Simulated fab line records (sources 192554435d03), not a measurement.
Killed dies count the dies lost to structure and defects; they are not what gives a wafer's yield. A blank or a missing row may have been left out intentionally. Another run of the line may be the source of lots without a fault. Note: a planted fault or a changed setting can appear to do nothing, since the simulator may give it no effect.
Chamber matching :: flow n5_finfet :: 4 sister chambers for N5_SD_EPI_P_ETCH_47 on rie_diel-04
The step etches SiOCN in CH3F/O2, target depth 25 nm. 4 wafers are shown with their chamber, then 12 later ones without.

== WAFERS WITH THEIR CHAMBER ==
wafer: L085.5
chamber: 3
drypump_motor_current_A (A): 4.9

wafer: L087.5
chamber: 2
drypump_motor_current_A (A): 4.8

wafer: L090.2
chamber: 1
drypump_motor_current_A (A): 5.5

wafer: L090.6
chamber: 0
drypump_motor_current_A (A): 6.1

== WAFERS WITHOUT THEIR CHAMBER ==
wafer: L091.1
drypump_motor_current_A (A): 6.0

wafer: L091.3
drypump_motor_current_A (A): 4.8

wafer: L091.4
drypump_motor_current_A (A): 5.5

wafer: L094.2
drypump_motor_current_A (A): 5.5

wafer: L094.3
drypump_motor_current_A (A): 4.9

wafer: L094.6
drypump_motor_current_A (A): 5.5

wafer: L096.1
drypump_motor_current_A (A): 4.8

wafer: L096.3
drypump_motor_current_A (A): 4.9

wafer: L096.4
drypump_motor_current_A (A): 5.5

wafer: L097.1
drypump_motor_current_A (A): 6.0

wafer: L097.2
drypump_motor_current_A (A): 5.5

wafer: L097.5
drypump_motor_current_A (A): 4.9

== THE CHAMBER EACH PASSED THROUGH ==
wafer: L091.1
from the rows above: 0
in truth: 0

wafer: L091.3
from the rows above: 2
in truth: 2

wafer: L091.4
from the rows above: 1
in truth: 1

wafer: L094.2
from the rows above: 1
in truth: 1

wafer: L094.3
from the rows above: 3
in truth: 3

wafer: L094.6
from the rows above: 1
in truth: 1

wafer: L096.1
from the rows above: 2
in truth: 2

wafer: L096.3
from the rows above: 3
in truth: 3

wafer: L096.4
from the rows above: 1
in truth: 1

wafer: L097.1
from the rows above: 0
in truth: 0

wafer: L097.2
from the rows above: 1
in truth: 1

wafer: L097.5
from the rows above: 3
in truth: 3
Correctly placed: 12 of 12. From these rows, 0 cannot be placed. 0 placed wrongly.
How it was worked out, from the rows above alone: a wafer's distance from a chamber is the root of the sum, over the readings, of the square of ((its reading less the chamber's mean) divided by the reading's scatter). If the next closest chamber is less than 2 further off than the closest, the wafer can't be placed; otherwise it belongs to the closest. The mean given for a chamber averages the wafers shown for that chamber. The scatter (one wafer shown for each chamber): square how far every hidden wafer sits from the nearest shown wafer, average those squares and take the square root.
